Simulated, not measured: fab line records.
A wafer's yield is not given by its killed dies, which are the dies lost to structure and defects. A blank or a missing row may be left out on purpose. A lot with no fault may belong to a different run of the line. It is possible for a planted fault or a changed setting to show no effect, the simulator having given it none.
fab line records    flow nand_harc
record: lots: 11  wafers: 33  last_day: 31
route steps=1302 shown P_ZERO_WELL@31 END@1302
lots that met no fault: taken from a fault-free run of the same line
start_h: hours from the record's opening day to when the first of the lot's shown wafers began    wait_h: hours elapsed since this lot's preceding step    " the same as in the row above    L1.1+2: a single row standing in for several wafers    - either no value or no given start    * or withheld: withheld    < > ~ a bound
route shown NAME@n: NAME is a module with steps in the file, n the number in the route of the first one    usual: the fault-free wafers' mean and standard deviation    same: alike in all rows    chamber/n: place in a boat    sites: each site's reading    _std_site: the values' standard deviation    _edge_site: outer sites' mean less inner sites'    radius_mm: for every site, how far away it sits from the centre of the wafer    mask NAME#n: copy n    behind: the last tool/chamber to shape the wafer    hold: cause of the lot's hold/its duration in hours/its outcome    device: names the non-switching transistor (n, p or np)    end of line: the route-end tests of the same wafers    a step with no rows: only its recipe    killed: not the wafer's yield, but the dies lost to structure and defects at the first sort    map: the dies of a wafer, with x for killed, . for not killed, _ for no die there
set.NAME: the setting the step ran with; set.NAME@STEP: the setting that earlier step ran with    model.NAME: the simulator's own value behind a step, which no gauge read
steps of the route over a sample of lots; a table a step, a row a wafer
services: the hour from which a tool's chamber was out of use, counted from the record's first day as start_h (under 0 if before that day), plus the number of hours and why
== steps ==
step: NHARC_P_ZERO_WELL_DESCUM_26
recipe: time_s: 3  o2_flow_sccm: 200  ar_flow_sccm: 0  bias_power_w: 0  chemistry: O2
usual: drypump_motor_current_A: 5.8/0.6  oes_product_au: 1.002/0.012  rf_vpp_V: 57.9/0.96  showerhead_plenum_p_Torr: 1.94/0.088  throttle_valve_pct: 11.312/0.0093
lot.wafer  tool         chamber  start_h  wait_h  drypump_motor_current_A  oes_product_au  rf_hours_counter_h  rf_vpp_V  showerhead_plenum_p_Torr  throttle_valve_pct
L597.2     rie_diel-13  2        32.75    -       4.9                      1.001           8                   57.5      1.86                      11.314
L597.6     "            2        "        "       4.9                      0.998           -                   59.2      1.86                      11.312
L597.4     "            3        "        "       6.0                      0.962           -                   56.5      1.94                      11.316
L599.1     rie_diel-04  3        52.70    -       5.6                      0.995           13                  58.6      2.03                      11.321
L599.5     "            2        "        "       5.0                      0.996           -                   58.9      1.96                      11.311
L599.6     "            1        "        "       5.8                      1.007           -                   58.9      2.02                      11.327
L601.3     rie_diel-04  2        72.68    -       5.0                      0.999           21                  57.6      1.96                      11.304
L601.1     "            3        "        "       5.6                      0.992           20                  59.1      2.03                      11.324
L601.5     "            1        "        "       5.8                      1.006           -                   57.3      2.02                      11.331
L602.4     rie_diel-13  2        82.67    -       4.9                      1.004           28                  56.5      1.85                      11.311
L602.5     "            1        "        "       6.5                      1.009           -                   56.5      1.77                      11.319
L602.6     "            2        "        "       4.9                      0.999           -                   57.4      1.85                      11.331
L603.4     rie_diel-02  1        92.76    -       6.6                      1.006           13                  57.7      1.83                      11.318
L603.1     "            3        "        "       6.7                      1.017           15                  58.9      1.93                      11.316
L603.5     "            1        "        "       6.6                      1.007           -                   56.9      1.83                      11.304
L607.2     rie_diel-04  2        132.62   -       5.0                      0.988           38                  58.3      1.96                      11.309
L607.3     "            1        "        "       5.8                      1.018           43                  58.5      2.01                      11.316
L607.6     "            3        "        "       5.6                      1.001           -                   58.9      2.02                      11.306
L608.1     rie_diel-04  1        145.92   -       5.9                      1.020           49                  59.6      2.01                      11.298
L608.3     "            0        "        "       5.9                      0.994           44                  56.6      1.99                      11.303
L608.5     "            1        "        "       5.8                      1.007           -                   58.2      2.01                      11.320
L610.1     rie_diel-02  0        162.74   -       6.7                      1.015           31                  57.1      1.77                      11.305
L610.3     "            1        "        "       6.6                      1.001           33                  56.5      1.82                      11.323
L610.4     "            3        "        "       6.7                      1.012           40                  58.4      1.93                      11.312
L611.2     rie_diel-02  3        172.59   -       6.7                      1.011           44                  58.9      1.92                      11.303
L611.4     "            0        "        "       6.7                      1.017           35                  57.3      1.77                      11.322
L611.5     "            1        "        "       6.6                      1.000           -                   57.0      1.82                      11.323
L613.4     rie_diel-13  1        192.66   -       6.5                      1.026           8                   59.3      2.07                      11.314
L613.1     "            0        "        "       5.3                      0.996           7                   59.2      1.93                      11.321
L613.5     "            2        "        "       4.9                      1.005           -                   58.0      1.84                      11.321
L614.4     rie_diel-13  1        202.74   -       6.5                      1.037           10                  58.0      2.07                      11.317
L614.1     "            2        "        "       4.9                      1.005           10                  56.7      1.84                      11.314
L614.2     "            3        "        "       6.0                      1.008           9                   57.2      1.92                      11.303
step: NHARC_P_ZERO_WELL_EXPOSE_34
recipe: na: 0.6  target_cd_nm: 720  dose_mj: 22.31  mask_id: P_PWELL
usual: exposure_dose_mJ_cm2: 22.310/0.022
lot.wafer  tool            chamber  start_h  wait_h  mask       exposure_dose_mJ_cm2
L597.2     krf_scanner-04  0        34.09    -       P_PWELL#0  22.320
L597.4     "               0        "        "       P_PWELL#0  22.321
L597.6     "               0        "        "       P_PWELL#0  22.326
L599.1     krf_scanner-01  0        54.02    -       P_PWELL#0  22.295
L599.5     "               0        "        "       P_PWELL#0  22.313
L599.6     "               0        "        "       P_PWELL#0  22.284
L601.1     krf_scanner-02  0        73.87    -       P_PWELL#0  22.261
L601.3     "               0        "        "       P_PWELL#0  22.303
L601.5     "               0        "        "       P_PWELL#0  22.279
L602.4     krf_scanner-02  0        83.87    -       P_PWELL#0  22.282
L602.5     "               0        "        "       P_PWELL#0  22.310
L602.6     "               0        "        "       P_PWELL#0  22.270
L603.1     krf_scanner-02  0        93.96    -       P_PWELL#0  22.275
L603.4     "               0        "        "       P_PWELL#0  22.330
L603.5     "               0        "        "       P_PWELL#0  22.303
L607.2     krf_scanner-01  0        133.84   -       P_PWELL#0  22.322
L607.3     "               0        "        "       P_PWELL#0  22.339
L607.6     "               0        "        "       P_PWELL#0  22.326
L608.1     krf_scanner-01  0        147.16   -       P_PWELL#0  22.281
L608.3     "               0        "        "       P_PWELL#0  22.288
L608.5     "               0        "        "       P_PWELL#0  22.292
L610.1     krf_scanner-01  0        164.06   -       P_PWELL#0  22.336
L610.3     "               0        "        "       P_PWELL#0  22.330
L610.4     "               0        "        "       P_PWELL#0  22.307
L611.2     krf_scanner-01  0        173.77   -       P_NWELL#0  22.312
L611.4     "               0        "        "       P_NWELL#0  22.320
L611.5     "               0        "        "       P_NWELL#0  22.310
L613.1     krf_scanner-02  0        193.85   -       P_PWELL#0  22.282
L613.4     "               0        "        "       P_PWELL#0  22.297
L613.5     "               0        "        "       P_PWELL#0  22.294
L614.1     krf_scanner-02  0        203.94   -       P_PWELL#0  22.303
L614.2     "               0        "        "       P_PWELL#0  22.302
L614.4     "               0        "        "       P_PWELL#0  22.318
step: NHARC_P_ZERO_WELL_CD_MEAS_37
recipe: target_cd_nm: 720  landing_energy_ev: 500
usual: cd_nm: 719.8/1.9
lot.wafer  tool       chamber  start_h  wait_h  cd_nm
L597.2     cd_sem-02  0        34.24    -       723.1
L597.4     "          0        "        "       720.2
L597.6     "          0        "        "       720.0
L599.1     cd_sem-01  0        54.17    -       718.3
L599.5     "          0        "        "       719.5
L599.6     "          0        "        "       720.1
L601.1     cd_sem-01  0        74.03    -       720.5
L601.3     "          0        "        "       719.6
L601.5     "          0        "        "       721.9
L602.4     cd_sem-03  0        84.02    -       720.9
L602.5     "          0        "        "       720.0
L602.6     "          0        "        "       718.7
L603.1     cd_sem-03  0        94.11    -       719.6
L603.4     "          0        "        "       719.9
L603.5     "          0        "        "       720.9
L607.2     cd_sem-01  0        134.00   -       719.0
L607.3     "          0        "        "       718.7
L607.6     "          0        "        "       719.3
L608.1     cd_sem-02  0        147.32   -       718.9
L608.3     "          0        "        "       719.9
L608.5     "          0        "        "       721.8
L610.1     cd_sem-02  0        164.22   -       718.5
L610.3     "          0        "        "       716.9
L610.4     "          0        "        "       716.5
L611.2     cd_sem-01  0        173.92   -       -
L611.4     "          0        "        "       -
L611.5     "          0        "        "       -
L613.1     cd_sem-01  0        194.01   -       721.5
L613.4     "          0        "        "       719.2
L613.5     "          0        "        "       720.9
L614.1     cd_sem-02  0        204.10   -       721.8
L614.2     "          0        "        "       723.5
L614.4     "          0        "        "       717.0
step: NHARC_P_ZERO_WELL_DESCUM_39
recipe: time_s: 3  o2_flow_sccm: 200  ar_flow_sccm: 0  bias_power_w: 0  chemistry: O2
usual: drypump_motor_current_A: 5.9/0.6  oes_product_au: 1.003/0.013  rf_vpp_V: 57.9/0.9  showerhead_plenum_p_Torr: 1.93/0.092  throttle_valve_pct: 11.311/0.0084
lot.wafer  tool         chamber  start_h  wait_h  drypump_motor_current_A  oes_product_au  rf_hours_counter_h  rf_vpp_V  showerhead_plenum_p_Torr  throttle_valve_pct
L597.4     rie_diel-02  3        34.39    -       6.7                      1.025           42                  58.2      1.94                      11.296
L597.2     "            1        "        "       6.6                      1.014           51                  56.9      1.84                      11.305
L597.6     "            3        "        "       6.7                      1.027           -                   57.5      1.94                      11.317
L599.1     rie_diel-02  2        54.36    -       6.0                      1.003           1                   57.2      2.06                      11.293
L599.6     "            0        "        "       6.6                      1.033           -                   56.5      1.78                      11.302
L599.5     "            1        "        "       6.6                      1.007           -                   56.7      1.83                      11.327
L601.1     rie_diel-13  3        74.19    -       6.0                      0.993           27                  58.2      1.93                      11.313
L601.3     "            1        "        "       6.5                      1.003           25                  56.3      1.77                      11.309
L601.5     "            3        "        "       6.0                      0.990           -                   57.8      1.93                      11.303
L602.4     rie_diel-02  3        84.22    -       6.7                      1.011           -                   57.2      1.94                      11.317
L602.5     "            0        "        "       6.6                      1.012           -                   58.3      1.78                      11.291
L602.6     "            1        "        "       6.6                      0.995           -                   57.9      1.83                      11.326
L603.1     rie_diel-04  3        94.28    -       5.6                      0.988           26                  58.1      2.03                      11.298
L603.4     "            0        "        "       5.9                      0.999           28                  58.0      2.00                      11.302
L603.5     "            0        "        "       5.9                      0.997           -                   59.2      2.00                      11.301
L607.3     rie_diel-04  1        134.15   -       5.9                      1.018           43                  58.2      2.01                      11.303
L607.2     "            2        "        "       5.0                      0.999           38                  58.5      1.96                      11.316
L607.6     "            1        "        "       5.8                      1.015           -                   58.4      2.01                      11.301
L608.1     rie_diel-13  3        147.51   -       6.0                      0.983           44                  58.5      1.93                      11.307
L608.3     "            0        "        "       5.3                      1.002           39                  56.5      1.93                      11.309
L608.5     "            2        "        "       4.9                      0.999           -                   58.0      1.84                      11.320
L610.3     rie_diel-13  2        164.39   -       4.9                      1.008           54                  56.9      1.84                      11.326
L610.1     "            0        "        "       5.3                      0.999           44                  59.2      1.93                      11.311
L610.4     "            1        "        "       6.5                      1.015           56                  58.4      1.76                      11.312
L611.4     rie_diel-13  0        174.17   -       5.3                      0.999           0                   57.8      1.93                      11.306
L611.2     "            3        "        "       6.0                      0.991           0                   57.1      1.93                      11.303
L611.5     "            1        "        "       6.5                      1.029           -                   58.9      2.08                      11.307
L613.4     rie_diel-13  1        194.18   -       6.5                      1.025           9                   58.1      2.07                      11.309
L613.1     "            2        "        "       4.9                      1.003           8                   57.2      1.84                      11.313
L613.5     "            1        "        "       6.5                      1.026           -                   59.0      2.07                      11.317
L614.2     rie_diel-04  0        204.27   -       5.9                      1.012           5                   58.7      1.99                      11.304
L614.1     "            1        "        "       5.9                      0.998           4                   59.3      2.00                      11.305
L614.4     "            2        "        "       5.0                      0.986           6                   57.0      1.95                      11.297
step: NHARC_P_ZERO_WELL_INSPECT_43
usual: raw_defect_count: 13/6.7
lot.wafer  tool               chamber  start_h  wait_h  raw_defect_count
L597.2     defect_inspect-01  -        37.60    0.5     9
L597.4     "                  -        "        "       8
L597.6     "                  -        "        "       11
L599.1     defect_inspect-01  -        57.85    0.6     25
L599.5     "                  -        "        "       21
L599.6     "                  -        "        "       13
L601.1     defect_inspect-01  -        77.50    0.6     12
L601.3     "                  -        "        "       6
L601.5     "                  -        "        "       4
L602.4     defect_inspect-02  -        87.53    0.3     12
L602.5     "                  -        "        "       11
L602.6     "                  -        "        "       8
L603.1     defect_inspect-01  -        97.58    0.6     23
L603.4     "                  -        "        "       10
L603.5     "                  -        "        "       11
L607.2     defect_inspect-02  -        137.45   0.5     14
L607.3     "                  -        "        "       7
L607.6     "                  -        "        "       10
L608.1     defect_inspect-02  -        150.82   0.6     12
L608.3     "                  -        "        "       9
L608.5     "                  -        "        "       5
L610.1     defect_inspect-02  -        167.80   0.6     5
L610.3     "                  -        "        "       9
L610.4     "                  -        "        "       23
L611.2     defect_inspect-02  -        177.48   0.5     22
L611.4     "                  -        "        "       11
L611.5     "                  -        "        "       14
L613.1     defect_inspect-01  -        197.35   0.6     5
L613.4     "                  -        "        "       4
L613.5     "                  -        "        "       14
L614.1     defect_inspect-02  -        207.57   0.6     23
L614.2     "                  -        "        "       15
L614.4     "                  -        "        "       18
step: NHARC_END_SORT_01
recipe: temp_c: 25
usual: killed_at_array: 59/20  killed_at_other: 0.8/1.1  killed_at_periphery: 5/3.1  killed_dies: 64/21  killed_open: 3.4/1.9  killed_short: 2.3/1.7
same: gross_dies: 677
lot.wafer  tool       chamber  start_h  wait_h  hold                    killed_at_array  killed_at_other  killed_at_periphery  killed_dies  killed_open  killed_short
L597.2     prober-02  0        561.56   2.8     -                       22               1                0                    23           2            2
L597.4     prober-02  0        563.16   3.4     -                       17               0                2                    19           2            3
L597.6     prober-02  0        564.76   4.0     -                       20               0                3                    23           2            3
L601.1     prober-01  0        609.87   2.5     -                       64               0                3                    67           2            2
L601.3     prober-01  0        611.46   3.1     -                       79               0                4                    83           1            1
L601.5     prober-01  0        613.05   3.7     -                       78               0                0                    78           1            1
L607.2     prober-02  0        675.30   2.8     -                       43               0                1                    44           2            1
L607.3     prober-02  0        676.11   3.1     -                       36               0                1                    37           6            2
L607.6     prober-02  0        678.53   4.0     -                       28               0                2                    30           3            1
L608.1     prober-02  0        689.56   2.5     -                       45               0                4                    49           0            3
L608.3     prober-02  0        691.15   3.1     -                       43               2                4                    49           4            3
L608.5     prober-02  0        692.74   3.7     -                       56               3                5                    64           5            4
L610.1     prober-01  0        700.49   2.5     -                       103              0                6                    109          8            3
L610.3     prober-01  0        702.10   3.1     -                       84               1                4                    89           4            1
L610.4     prober-01  0        702.90   3.4     -                       89               1                6                    96           2            3
L611.2     prober-02  0        701.30   2.8     await_dispo/1.1h/scrap  48               0                629                  677          0            2
L611.4     prober-02  0        702.92   3.4     await_dispo/1.1h/scrap  69               1                607                  677          6            6
L611.5     prober-02  0        703.72   3.7     await_dispo/1.1h/scrap  42               0                635                  677          1            1
L613.1     prober-01  0        738.11   2.5     -                       62               0                5                    67           1            1
L613.4     prober-01  0        740.53   3.4     -                       71               0                3                    74           4            0
L613.5     prober-01  0        741.34   3.7     -                       60               0                1                    61           4            3
killed by level:class
L597.2 A_CHANNEL_HOLE_D2:chamber_film_flake=8 A_CONTACT:chamber_film_flake=4 A_STAIRCASE:chamber_film_flake=3 A_ONON_D2:geometric_particle:open=2 A_WL_FILL:chamber_film_flake=2 A_CHANNEL_FILL_D2:geometric_particle:short=1 STARTING-WAFER:geometric_particle:short=1 A_ZERO_WELL:chamber_film_flake=1
L597.4 A_CONTACT:chamber_film_flake=4 A_CHANNEL_FILL_D2:geometric_particle:short=3 A_CHANNEL_HOLE_D1:chamber_film_flake=2 A_CHANNEL_HOLE_D2:chamber_film_flake=2 A_STAIRCASE:chamber_film_flake=2 A_WL_FILL:chamber_film_flake=2 P_M0:geometric_particle:open=1 A_CHANNEL_FILL_D2:geometric_particle:open=1
L597.6 A_ZERO_WELL:chamber_film_flake=5 A_CHANNEL_HOLE_D2:chamber_film_flake=3 A_STAIRCASE:chamber_film_flake=3 A_CONTACT:chamber_film_flake=3 A_CHANNEL_HOLE_D1:chamber_film_flake=2 P_GATE:geometric_particle:open=1 P_M0:geometric_particle:open=1 A_CHANNEL_FILL_D1:geometric_particle:short=1
L601.1 A_CHANNEL_HOLE_D1:chamber_film_flake=37 A_SLIT:chamber_film_flake=17 A_M0:chamber_film_flake=4 A_CHANNEL_HOLE_D2:chamber_film_flake=3 P_M0:geometric_particle:open=2 A_ONON_D2:geometric_particle:short=1 A_M0:geometric_particle:short=1 P_STI:chamber_film_flake=1
L601.3 A_CHANNEL_HOLE_D1:chamber_film_flake=37 A_SLIT:chamber_film_flake=25 A_CHANNEL_HOLE_D2:chamber_film_flake=10 A_M0:chamber_film_flake=4 P_GATE:chamber_film_flake=3 P_CONTACT:geometric_particle:open=1 A_SOURCE_PLATE:geometric_particle:short=1 A_STAIRCASE:chamber_film_flake=1
L601.5 A_CHANNEL_HOLE_D1:chamber_film_flake=34 A_SLIT:chamber_film_flake=30 A_CHANNEL_HOLE_D2:chamber_film_flake=6 A_CONTACT:chamber_film_flake=2 A_M0:chamber_film_flake=2 A_ONON_D1:geometric_particle:open=1 A_ONON_D2:geometric_particle:short=1 A_DECK1_JOINT:chamber_film_flake=1
L607.2 A_CHANNEL_HOLE_D2:chamber_film_flake=22 A_DECK1_JOINT:chamber_film_flake=3 A_STAIRCASE:chamber_film_flake=3 A_SLIT:chamber_film_flake=3 A_CHANNEL_HOLE_D1:chamber_film_flake=2 A_CHANNEL_FILL_D2:chamber_film_flake=2 A_CONTACT:chamber_film_flake=2 A_CHANNEL_FILL_D1:geometric_particle:open=1
L607.3 A_CHANNEL_HOLE_D2:chamber_film_flake=13 A_CHANNEL_HOLE_D1:chamber_film_flake=5 A_ONON_D2:geometric_particle:open=3 A_CONTACT:chamber_film_flake=3 A_WL_FILL:geometric_particle:short=2 A_STAIRCASE:chamber_film_flake=2 A_M1:chamber_film_flake=2 A_ONON_D1:geometric_particle:open=1
L607.6 A_CHANNEL_HOLE_D2:chamber_film_flake=7 A_CHANNEL_HOLE_D1:chamber_film_flake=6 A_STAIRCASE:chamber_film_flake=4 A_CONTACT:chamber_film_flake=4 A_M1:chamber_film_flake=2 P_M1:geometric_particle:open=1 A_WL_FILL:geometric_particle:short=1 A_BLC:geometric_particle:open=1
L608.1 A_SLIT:chamber_film_flake=18 A_CONTACT:chamber_film_flake=8 A_WL_FILL:chamber_film_flake=6 A_CHANNEL_HOLE_D1:chamber_film_flake=4 A_STAIRCASE:chamber_film_flake=3 A_M1:chamber_film_flake=3 P_GATE:geometric_particle:short=2 A_SLIT:geometric_particle:short=1
L608.3 A_SLIT:chamber_film_flake=20 A_CONTACT:chamber_film_flake=6 A_CHANNEL_HOLE_D1:chamber_film_flake=3 P_ZERO_WELL:chamber_film_flake=2 A_CHANNEL_HOLE_D2:chamber_film_flake=2 A_SGD_CUT:chamber_film_flake=2 A_WL_FILL:chamber_film_flake=2 THIN_TSV:chamber_film_flake=2
L608.5 A_SLIT:chamber_film_flake=34 A_CHANNEL_HOLE_D1:chamber_film_flake=5 A_CONTACT:chamber_film_flake=5 A_WL_FILL:chamber_film_flake=3 P_M0:geometric_particle:open=2 A_DECK1_JOINT:geometric_particle:short=2 A_STAIRCASE:chamber_film_flake=2 A_SGD_CUT:chamber_film_flake=2
L610.1 A_CHANNEL_HOLE_D1:chamber_film_flake=32 A_CHANNEL_HOLE_D2:chamber_film_flake=30 A_SLIT:chamber_film_flake=17 A_CONTACT:chamber_film_flake=8 A_STAIRCASE:chamber_film_flake=4 A_SGD_CUT:chamber_film_flake=3 P_M0:geometric_particle:open=2 A_M0:geometric_particle:open=2
L611.2 P_ZERO_WELL:area_expose=624 A_SLIT:chamber_film_flake=30 A_CHANNEL_HOLE_D1:chamber_film_flake=7 A_CONTACT:chamber_film_flake=5 P_ZERO_WELL:chamber_film_flake=2 A_CHANNEL_HOLE_D1:geometric_particle:short=1 A_DECK1_JOINT:geometric_particle:short=1 P_STI:chamber_film_flake=1
L610.3 A_CHANNEL_HOLE_D1:chamber_film_flake=27 A_SLIT:chamber_film_flake=24 A_CHANNEL_HOLE_D2:chamber_film_flake=15 A_CONTACT:chamber_film_flake=7 A_SGD_CUT:chamber_film_flake=3 A_STAIRCASE:chamber_film_flake=3 A_M0:geometric_particle:open=2 P_CONTACT:geometric_particle:open=1
L610.4 A_CHANNEL_HOLE_D1:chamber_film_flake=30 A_SLIT:chamber_film_flake=25 A_CHANNEL_HOLE_D2:chamber_film_flake=20 A_CONTACT:chamber_film_flake=4 P_BONDPAD:chamber_film_flake=3 A_STAIRCASE:chamber_film_flake=3 P_GATE:chamber_film_flake=2 P_M2:geometric_particle:open=1
L611.4 P_ZERO_WELL:area_expose=607 A_SLIT:chamber_film_flake=37 A_CHANNEL_HOLE_D1:chamber_film_flake=12 A_BLC:geometric_particle:open=4 A_STAIRCASE:chamber_film_flake=3 A_CONTACT:chamber_film_flake=3 A_CHANNEL_HOLE_D2:geometric_particle:short=2 A_CHANNEL_HOLE_D2:chamber_film_flake=2
L611.5 P_ZERO_WELL:area_expose=629 A_SLIT:chamber_film_flake=26 A_STAIRCASE:chamber_film_flake=5 P_ZERO_WELL:chamber_film_flake=4 A_CHANNEL_HOLE_D1:chamber_film_flake=4 A_WL_FILL:chamber_film_flake=2 A_CHANNEL_HOLE_D2:chamber_film_flake=2 A_CONTACT:chamber_film_flake=2
L613.1 A_CHANNEL_HOLE_D1:chamber_film_flake=34 A_STAIRCASE:chamber_film_flake=8 A_SLIT:chamber_film_flake=6 P_STI:chamber_film_flake=4 A_CHANNEL_HOLE_D2:chamber_film_flake=4 A_CONTACT:chamber_film_flake=4 A_CHANNEL_FILL_D2:chamber_film_flake=2 A_ONON_D1:geometric_particle:short=1
L613.4 A_CHANNEL_HOLE_D1:chamber_film_flake=32 A_STAIRCASE:chamber_film_flake=11 A_CONTACT:chamber_film_flake=10 A_SLIT:chamber_film_flake=8 A_CHANNEL_HOLE_D2:chamber_film_flake=6 A_ONON_D1:geometric_particle:open=2 P_STI:chamber_film_flake=2 P_CONTACT:geometric_particle:open=1
L613.5 A_CHANNEL_HOLE_D1:chamber_film_flake=25 A_STAIRCASE:chamber_film_flake=10 A_CHANNEL_HOLE_D2:chamber_film_flake=8 A_SLIT:chamber_film_flake=4 A_CONTACT:chamber_film_flake=3 A_ONON_D1:geometric_particle:open=2 A_CHANNEL_FILL_D1:geometric_particle:short=1 A_DECK1_JOINT:geometric_particle:short=1
== services ==
tool            chamber  start_h  hours  kind
krf_scanner-04  -        10.00    4.0    pm
rie_diel-02     2        10.40    5.7    repair
krf_scanner-01  -        13.80    1.9    repair
rie_diel-02     3        20.97    9.9    repair
rie_diel-13     0        27.71    42.8   repair
rie_diel-02     -        42.37    9.0    pm
rie_diel-04     0        47.19    6.5    repair
rie_diel-02     2        58.23    5.0    repair
krf_scanner-04  -        72.04    9.3    repair
rie_diel-02     2        80.40    7.0    repair
rie_diel-02     -        84.55    0.5    repair
rie_diel-13     3        87.57    11.0   repair
krf_scanner-04  -        89.10    1.0    repair
krf_scanner-02  -        94.00    4.0    pm
rie_diel-04     0        101.09   5.0    repair
rie_diel-04     -        117.12   0.8    repair
rie_diel-02     0        121.54   12.1   repair
krf_scanner-01  -        140.00   4.0    pm
rie_diel-13     -        165.12   9.0    pm
rie_diel-04     -        177.90   9.0    pm
rie_diel-02     -        178.95   0.2    repair
rie_diel-02     3        179.29   4.0    repair
krf_scanner-04  -        182.00   4.0    pm
rie_diel-04     -        195.88   0.3    repair
== key ==
first_sign: step: NHARC_P_ZERO_WELL_EXPOSE_34  reading: mask  direction: changed
effect: step: NHARC_P_ZERO_WELL_CD_MEAS_37  reading: cd_nm  direction: missing
effect: step: NHARC_END_SORT_01  reading: killed_at_periphery  direction: up  sigmas: 99+  usual: 5  struck: 624
more_kills_born_at: NHARC_P_ZERO_WELL_EXPOSE_34@krf_scanner-01: 1860
met_at NHARC_P_ZERO_WELL_EXPOSE_34
struck_lots L611
later_rows_left_out L611.2,L611.4,L611.5
tester_left_out L611
not_acting_at NHARC_P_ZERO_WELL_DESCUM_26,NHARC_P_ZERO_WELL_DESCUM_39,NHARC_P_ZERO_WELL_INSPECT_43
onset_between 164.06 173.77
fault: kind: wrong_mask  tool: any  chamber: -  onset_h: 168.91  steps: NHARC_P_ZERO_WELL_EXPOSE_34  aux_copy: P_NWELL#0  scope: struck_lots_only
tester_left_out: of these lots the tester's yield and bins aren't shown, on N5 and GAA mostly nor the transistor test; their killed dies are dies lost to structure and defects alone, not to doping, threshold or leakage, so they don't give the yield
later_rows_left_out: the simulator's readings of these wafers behind a module that went badly wrong aren't trusted and aren't shown, but for the sort
